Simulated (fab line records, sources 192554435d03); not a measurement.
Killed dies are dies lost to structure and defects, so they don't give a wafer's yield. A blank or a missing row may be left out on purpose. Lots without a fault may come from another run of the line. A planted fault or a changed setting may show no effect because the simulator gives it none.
Split-lot experiment | flow n5_finfet | 7 lots, 21 wafers read, on a route of 1938 steps

THE SPLIT
At N5_PASSIVATION_VIA_ETCH_13 (etches SiO2 in CHF3/O2, target depth 660 nm, time 330 s), the setting source_w was moved away from the recipe's 650 W on 9 of the 21 wafers read, by -15.0% to +14.6%. The other wafers ran this setting at the recipe's value.

The reading is taken at the split's own step.

THE READING
rf_vpp_V, in V, at N5_PASSIVATION_VIA_ETCH_13 (etches SiO2 in CHF3/O2, target depth 660 nm, time 330 s). Fault-free wafers of this fab line usually give 525 V, standard deviation 7.6 V.

wafer  | tool, chamber at the split | source_w as run, W | against the recipe | rf_vpp_V, V | against lot-mates on the recipe
L074.4 | rie_diel-06, 0             | 650                | recipe             | 527         | -
L074.5 | rie_diel-06, 2             | 650                | recipe             | 531         | -
L074.6 | rie_diel-06, 3             | 650                | recipe             | 525         | -
L077.4 | rie_diel-04, 1             | 650                | recipe             | 530         | -
L077.5 | rie_diel-04, 3             | 650                | recipe             | 516         | -
L077.6 | rie_diel-04, 0             | 650                | recipe             | 513         | -
L083.2 | rie_diel-04, 2             | 603.2              | -7.2%              | 556         | +27
L083.3 | rie_diel-04, 1             | 603.2              | -7.2%              | 549         | +20
L083.6 | rie_diel-04, 1             | 650                | recipe             | 529         | -
L087.2 | rie_diel-05, 3             | 650                | recipe             | 525         | -
L087.3 | rie_diel-05, 0             | 650                | recipe             | 519         | -
L087.4 | rie_diel-05, 2             | 555                | -14.6%             | 554         | +32
L095.1 | rie_diel-06, 3             | 615.9              | -5.2%              | 539         | +13
L095.3 | rie_diel-06, 1             | 615.9              | -5.2%              | 551         | +25
L095.5 | rie_diel-06, 3             | 650                | recipe             | 526         | -
L096.3 | rie_diel-06, 1             | 650                | recipe             | 537         | -
L096.4 | rie_diel-06, 0             | 552.5              | -15.0%             | 571         | +34
L096.5 | rie_diel-06, 2             | 552.5              | -15.0%             | 575         | +38
L097.2 | rie_diel-04, 1             | 745.2              | +14.6%             | 495         | -35
L097.3 | rie_diel-04, 2             | 745.2              | +14.6%             | 500         | -30
L097.6 | rie_diel-04, 1             | 650                | recipe             | 530         | -

THE FIT
A straight line over all 21 wafers: rf_vpp_V changes by -2.51 V for each +1% of source_w; r = -0.93; the points scatter about the line by 7.6 V.
The same after taking each lot's own level away (the mean of its wafers on the recipe; 21 wafers): -2.38 V for each +1%; r = -0.97; scatter 4.9 V.
On that fit, the largest move of source_w shifts the reading by 36 V.
The lots' own levels span 519.7 to 537.0 V, that is 2.3 times the standard deviation above.
So the lot-to-lot level changes the slope little: the two slopes agree.
Check: with one of the wafers moved furthest among these (-15.0%) left out of the fit, the line predicts +37.8 V for it against its lot-mates. It came out at +34 V against them.
Tool readings at the split's step, against how far the setting was moved: etch_rf_on_time_s r = -0.86; rf_vpp_V r = -0.93.

OTHER SPLITS ON THESE WAFERS
These wafers also went through other splits before the reading. Each is held against what the fit with the lots' levels taken away leaves over:
other split on the same wafers    | wafers away from the commonest value | r with rf_vpp_V (lot level and that fit taken away)
N5_BEOL_M11_TRENCH_ETCH_37 time_s | 7                                    | +0.08
N5_BEOL_M11_CURE_72 time_s        | 9                                    | +0.12
N5_BEOL_M13_COAT_04 spin_rpm      | 8                                    | -0.04
N5_BEOL_M13_ETCH_59 time_s        | 8                                    | -0.07
N5_BEOL_M13_SPUTTER_43 time_s     | 4                                    | -0.33
N5_BEOL_M15_ETCH_59 time_s        | 8                                    | -0.16
N5_BEOL_M15_COAT_56 spin_rpm      | 7                                    | -0.13
N5_MIM_BOT_SPUTTER_00 time_s      | 7                                    | +0.05
N5_MIM_TOP_SPUTTER_03 power_w     | 4                                    | +0.01

THE WHOLE CHAIN: every reading that the file lists as answering this split, in the file's order
step                       | what it does                                            | reading           | change (the file's fit)              | r (the file's)
N5_PASSIVATION_VIA_ETCH_13 | etches SiO2 in CHF3/O2, target depth 660 nm, time 330 s | etch_rf_on_time_s | withheld for each +1% of the setting | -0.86
N5_PASSIVATION_VIA_ETCH_13 | etches SiO2 in CHF3/O2, target depth 660 nm, time 330 s | rf_vpp_V          | -2.37 V for each +1% of the setting  | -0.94

THE FILE'S OWN FIT
rf_vpp_V changes by -2.37 V for each +1% of source_w, r = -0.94.
